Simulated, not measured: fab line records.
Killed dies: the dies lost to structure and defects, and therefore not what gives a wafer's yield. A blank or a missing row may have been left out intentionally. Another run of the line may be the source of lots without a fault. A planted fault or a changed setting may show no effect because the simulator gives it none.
Matching of chambers    flow n5Finfet    4 sister chambers for N5_BEOL_M8_ETCH_65 on rieDiel-04
The step etches SiARC in CF4, target depth 15.6 nm, time 26 s. 14 wafers are shown with their chamber, then 7 later ones without.

EACH WAFER AND ITS CHAMBER
wafer   chamber  showerheadPlenumPTorr (Torr)  throttleValvePct (%)  drypumpMotorCurrentA (A)
L074.3  0        2.27                          15.63                 5.6
L074.5  3        2.11                          15.20                 6.1
L074.6  2        2.11                          15.91                 5.3
L076.1  3        2.11                          15.21                 6.0
L076.4  0        2.27                          15.63                 5.6
L076.6  2        2.11                          15.90                 5.3
L077.2  3        2.11                          15.21                 6.0
L077.3  2        2.11                          15.91                 5.3
L077.4  0        2.27                          15.67                 5.6
L082.2  1        2.20                          15.47                 5.5
L082.3  0        2.26                          15.67                 5.6
L082.6  3        2.10                          15.23                 6.1
L083.1  1        2.20                          15.47                 5.4
L083.3  3        2.10                          15.23                 6.1

SIGNATURES (averages over the wafers above)
reading                chamber 0  chamber 1  chamber 2  chamber 3  scatter within a chamber
showerheadPlenumPTorr  2.2675     2.2000     2.1100     2.1060     0.00442
throttleValvePct       15.6500    15.4700    15.9067    15.2160    0.0154
drypumpMotorCurrentA   5.600      5.450      5.300      6.060      0.0412
Rule: a wafer lies at a distance from a chamber equal to the root of the sum of squares, over the readings, of (its reading less the chamber's mean, divided by the reading's scatter). The wafer belongs to the nearest chamber; if the next one is less than 2 further off, it can't be placed. The scatter: take each reading less its chamber's mean, square it, sum over the shown wafers, divide by the number of wafers less the number of chambers, and take the root.

WAFERS MISSING THEIR CHAMBER
wafer   showerheadPlenumPTorr (Torr)  throttleValvePct (%)  drypumpMotorCurrentA (A)
L083.6  2.20                          15.49                 5.4
L087.1  2.10                          15.43                 5.3
L087.2  2.10                          15.27                 6.1
L087.3  2.20                          15.50                 5.5
L096.2  2.19                          15.06                 5.4
L096.3  2.09                          15.47                 5.3
L096.5  2.09                          15.49                 5.3

CHAMBER TAKEN BY EACH
wafer   from the rows above      in truth
L083.6  1                        1
L087.1  can't be placed: 1 or 3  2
L087.2  3                        3
L087.3  1                        1
L096.2  can't be placed: 1 or 3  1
L096.3  can't be placed: 3 or 1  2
L096.5  can't be placed: 1 or 3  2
Placed correctly: 3 of 7. Cannot be placed on the basis of these rows: 4; the candidates contain the true chamber in 1. Placed wrongly: 0.
